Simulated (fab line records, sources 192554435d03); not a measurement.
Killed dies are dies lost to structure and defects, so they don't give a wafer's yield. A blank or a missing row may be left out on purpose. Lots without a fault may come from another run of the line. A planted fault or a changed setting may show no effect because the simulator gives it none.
Chamber matching | flow n5_finfet | N5_PMOS_HMC_CHANNEL_EPI_HM_OPEN_15 on rie_diel-03: 4 sister chambers
The step chemistry CHF3/O2, target SiO2, target depth 40.6 nm, time 20.3 s. 16 wafers are shown with their chamber, then 8 later ones without.

WAFERS WITH THEIR CHAMBER
wafer  | chamber | showerhead_plenum_p_Torr (Torr) | throttle_valve_pct (%) | oes_product_au (a.u.)
L079.3 | 2       | 2.31                            | 18.40                  | 0.78
L079.4 | 3       | 2.49                            | 19.29                  | 0.73
L079.6 | 2       | 2.31                            | 18.42                  | 0.78
L080.1 | 0       | 2.58                            | 18.53                  | 0.89
L080.4 | 2       | 2.31                            | 18.40                  | 0.78
L080.6 | 0       | 2.58                            | 18.52                  | 0.89
L081.1 | 3       | 2.49                            | 19.28                  | 0.72
L081.2 | 0       | 2.58                            | 18.53                  | 0.88
L081.5 | 2       | 2.31                            | 18.43                  | 0.78
L083.1 | 1       | 2.53                            | 18.33                  | 0.83
L083.2 | 2       | 2.31                            | 18.43                  | 0.77
L083.5 | 3       | 2.49                            | 19.30                  | 0.72
L084.1 | 1       | 2.53                            | 18.32                  | 0.82
L084.5 | 3       | 2.49                            | 19.29                  | 0.71
L084.6 | 0       | 2.58                            | 18.55                  | 0.88
L088.2 | 0       | 2.57                            | 18.54                  | 0.86

SIGNATURES (means of the wafers above)
reading                  | chamber 0 | chamber 1 | chamber 2 | chamber 3 | scatter within a chamber
showerhead_plenum_p_Torr | 2.5780    | 2.5300    | 2.3100    | 2.4900    | 0.00258
throttle_valve_pct       | 18.5340   | 18.3250   | 18.4160   | 19.2900   | 0.0119
oes_product_au           | 0.8800    | 0.8250    | 0.7780    | 0.7200    | 0.0088
Rule: a wafer's distance from a chamber is the root of the sum, over the readings, of the square of ((its reading less the chamber's mean) divided by the reading's scatter). The wafer belongs to the nearest chamber; if the next one is less than 2 further off, it can't be placed. The scatter: the root of (the sum of the squares of (reading less its chamber's mean) over the shown wafers, divided by (wafers less chambers)).

WAFERS WITHOUT THEIR CHAMBER
wafer  | showerhead_plenum_p_Torr (Torr) | throttle_valve_pct (%) | oes_product_au (a.u.)
L088.5 | 2.57                            | 18.56                  | 0.87
L088.6 | 2.53                            | 18.35                  | 0.81
L090.2 | 2.49                            | 19.31                  | 0.71
L090.3 | 2.57                            | 18.56                  | 0.86
L090.4 | 2.53                            | 18.34                  | 0.81
L093.1 | 2.30                            | 18.45                  | 0.76
L093.2 | 2.48                            | 19.33                  | 0.71
L093.3 | 2.52                            | 18.36                  | 0.81

WHICH CHAMBER EACH WENT THROUGH
wafer  | from the rows above | in truth
L088.5 | 0                   | 0
L088.6 | 1                   | 1
L090.2 | 3                   | 3
L090.3 | 0                   | 0
L090.4 | 1                   | 1
L093.1 | 2                   | 2
L093.2 | 3                   | 3
L093.3 | 1                   | 1
Placed correctly: 8 of 8. Can't be placed from these rows: 0. Placed wrongly: 0.
